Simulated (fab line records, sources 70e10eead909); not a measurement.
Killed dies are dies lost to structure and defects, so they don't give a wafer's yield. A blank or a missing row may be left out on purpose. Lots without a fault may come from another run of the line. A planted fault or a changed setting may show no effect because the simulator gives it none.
A struck lot beside a sound one | flow nand_harc | 16 steps out of a route of 1159
Sound: wafers L774.1, L774.2, L774.5. Struck: wafer L778.6. (L778.1, L778.3 of the same lot were not struck and are left out.) The cause comes at the end.
At each step with rows: each side's tool, then ch and its chambers, then its first start. Under that, the readings that differ: sound wafers | struck wafers | difference of the means | sigmas: that difference in standard deviations of wafers without a fault.
alike: readings whose means differ by less than 2 such deviations, and words and numbers that are the same on both sides. not compared: withheld readings, readings that some wafer has no value for, bounds like >300 that may hide the same value, and numbers for which the record gives no deviation and whose values overlap.
The two part at a step that has a row with sigmas, a row that says differs or no value, or rows on one side only. Numbers that don't overlap but have no deviation are shown without sigmas and don't part them. A reading that every wafer of one side lacks parts them only if that side has two wafers or more.

NHARC_P_START_INSPECT_01:
  sound on defect_inspect-02, day 4 00:02; struck on defect_inspect-02, day 5 00:02
  alike: raw_defect_count
then, 9 steps without rows for these wafers: NHARC_P_ZERO_WELL_PRECLEAN_00 (cleans in SPM, time 600 s); NHARC_P_ZERO_WELL_SRD_01; NHARC_P_ZERO_WELL_PECVD_02 (deposits SiO2, target thk 10 nm); NHARC_P_ZERO_WELL_DEHYDRATE_03 (time 120 s); NHARC_P_ZERO_WELL_HMDS_04 (time 30 s); NHARC_P_ZERO_WELL_COAT_64 (time 65 s); NHARC_P_ZERO_WELL_COAT_05 (resist thk 600 nm); NHARC_P_ZERO_WELL_SOFTBAKE_06 (time 70 s); NHARC_P_ZERO_WELL_EBR_07.
NHARC_P_ZERO_WELL_EXPOSE_08: exposes mask P ZERO, target cd 500 nm.
  sound on krf_scanner-01 ch 0, day 4 00:58; struck on krf_scanner-03 ch 0, day 5 00:58
  reading              | sound                | struck | difference | sigmas
  exposure_dose_mJ_cm2 | 33.797 33.735 33.769 | 33.868 | +0.101     | +4
  alike: mask
then, 2 steps without rows for these wafers: NHARC_P_ZERO_WELL_PEB_09 (peb time 80 s); NHARC_P_ZERO_WELL_DEVELOP_10 (time 50 s).
NHARC_P_ZERO_WELL_CD_MEAS_11: target cd 500 nm.
  sound on cd_sem-03 ch 0, day 4 01:07; struck on cd_sem-02 ch 0, day 5 01:07
  reading    | sound             | struck | difference | sigmas
  cd_nm (nm) | 503.9 501.5 497.9 | 510.8  | +9.7       | +4
then, 2 steps without rows for these wafers: NHARC_P_ZERO_WELL_HARDBAKE_12 (time 65 s); NHARC_END_SORT_01.

WHERE THEY PART
First at NHARC_P_ZERO_WELL_EXPOSE_08; last, within this record, at NHARC_P_ZERO_WELL_CD_MEAS_11.

WHY: what the simulator had put in
Process parameter drift: krf_scanner-03, from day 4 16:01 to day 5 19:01, at NHARC_P_ZERO_WELL_EXPOSE_08. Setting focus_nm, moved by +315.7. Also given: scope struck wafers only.
